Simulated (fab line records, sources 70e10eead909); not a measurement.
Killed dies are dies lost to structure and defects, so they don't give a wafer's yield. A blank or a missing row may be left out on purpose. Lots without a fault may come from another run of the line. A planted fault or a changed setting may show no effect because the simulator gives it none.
Problem report in the 8D (eight disciplines) form, filled by code | flow nand_harc | the parts of the form that need people (team, actions taken, sign-off) are left out

1. THE PROBLEM
killed_at_periphery at NHARC_END_SORT_01 reads a mean of 88.0 on 5 wafers of 4 lots; wafers without a fault read 3.4 with a standard deviation of 2.4. That is +35 standard deviations from the usual mean.
First seen on wafer L980.4, day 23 11:08, on prober-02. The record holds 15 wafers of 5 lots with a number at this step. Rule for "out", or "out of limits": more than 4 standard deviations from the usual mean. The other wafers with a number count as sound.

2. WHAT IT IS AND WHAT IT IS NOT
question                    | is                                     | is not
which readings at this step | killed_at_periphery, killed_dies       | killed_at_array, killed_at_other, killed_open, killed_short
which lots                  | L979, L980, L981, L982                 | L973
which wafers of those lots  | L979.6, L980.4, L981.2, L982.1, L982.6 | L979.2, L979.4, L980.1, L980.3, L981.1, L981.4, L982.3
read on which gauges        | prober-02                              | -
when                        | from day 23 11:08                      | up to then (5 sound wafers); but 5 sound wafers of L979, L981, L982 came after

3. SUSPECTS, AND WHAT RULES EACH OUT
Counting: a tool at a process step up to the reading stays a suspect if it ran every lot that is out. Sound lots after the first of them don't rule it out here, since some wafers of a struck lot are sound.
- the gauge at NHARC_END_SORT_01: kept. All the wafers that are out were read on prober-02, and no step on other tools shows them out.
- hdpcvd-01 at NHARC_P_STI_HDPCVD_20 (deposits SiO2): kept. It ran every lot that is out, first L979 (day 4 08:30); its last sound lot up to then is L973 (day 3 00:36).
Left after counting: hdpcvd-01 at NHARC_P_STI_HDPCVD_20, prober-02 at NHARC_END_SORT_01.

4. THE CAUSE (what the simulator had put in)
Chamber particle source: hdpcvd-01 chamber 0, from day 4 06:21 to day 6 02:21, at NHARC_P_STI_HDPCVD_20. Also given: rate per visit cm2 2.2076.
Counting left 2 suspects, and this tool is among them.

5. THE CHAIN OF EFFECTS, in route order
Each row: a reading whose mean over the struck wafers that have a number lies more than 3 standard deviations from the usual. Only readings for which the record gives a usual standard deviation are gone through. hours: the time from each lot's start at the first step in this table that gives one to its start at this step, as a median over the lots. sigmas: the change in usual standard deviations.
hours | step              | reading             | usual | on struck wafers | change | sigmas
0     | NHARC_END_SORT_01 | killed_at_periphery | 3.4   | 88.0             | +84.6  | +35
0     | NHARC_END_SORT_01 | killed_dies         | 29    | 105              | +76    | +6.9

6. WHAT WOULD HAVE CAUGHT IT SOONER
In this record the first reading out of limits at a measuring or inspecting step was taken at day 23 11:08, 461 hours after the fault began at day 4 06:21.
All the lots that are out (4) had begun NHARC_P_STI_HDPCVD_20 on hdpcvd-01 by day 23 11:08. A hold on the tool at that time would have spared none of them.
